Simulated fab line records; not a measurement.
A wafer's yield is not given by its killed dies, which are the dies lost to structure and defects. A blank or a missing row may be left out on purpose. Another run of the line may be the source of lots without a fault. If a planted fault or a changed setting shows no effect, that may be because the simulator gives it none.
Matching of chambers | flow n5_finfet | N5_BEOL_M0_SAQP_PECVD_00 on pecvd-02 has 3 sister chambers
The step deposits SiCN from 3MS/NH3, target thk 8 nm, time 14 s. 3 wafers are shown with their chamber, then 8 later ones without.

== WAFERS PAIRED WITH THEIR CHAMBERS ==
wafer  | chamber | throttle_valve_pct (%)
L088.4 | 2       | 8.5
L088.5 | 0       | 9.2
L092.2 | 1       | 8.9

== WAFERS WITH NO CHAMBER GIVEN ==
wafer  | throttle_valve_pct (%)
L092.4 | 9.0
L092.5 | 8.5
L076.2 | 8.4
L076.3 | 8.9
L076.5 | 9.0
L097.1 | 9.2
L097.3 | 9.2
L097.6 | 8.3

== WHICH CHAMBER EACH ONE RAN IN ==
wafer  | from the rows above     | in truth
L092.4 | can't be placed: 1 or 0 | 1
L092.5 | 2                       | 2
L076.2 | 2                       | 2
L076.3 | 1                       | 1
L076.5 | can't be placed: 1 or 0 | 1
L097.1 | 0                       | 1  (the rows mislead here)
L097.3 | 0                       | 0
L097.6 | 2                       | 2
Correct placement for 5 of the 8. Cannot be placed on the basis of these rows: 2; the candidates contain the true chamber in 2. Number placed wrongly: 1.
How it was worked out, from the rows above alone: a wafer's distance from a chamber is the root of the sum, over the readings, of the square of ((its reading less the chamber's mean) divided by the reading's scatter). If the next closest chamber is less than 2 further off than the closest, the wafer can't be placed; otherwise it belongs to the closest. The mean given for a chamber averages the wafers shown for that chamber. The scatter: with one shown wafer a chamber, the root of the mean of the squares of how far each hidden wafer lies from its nearest shown one.
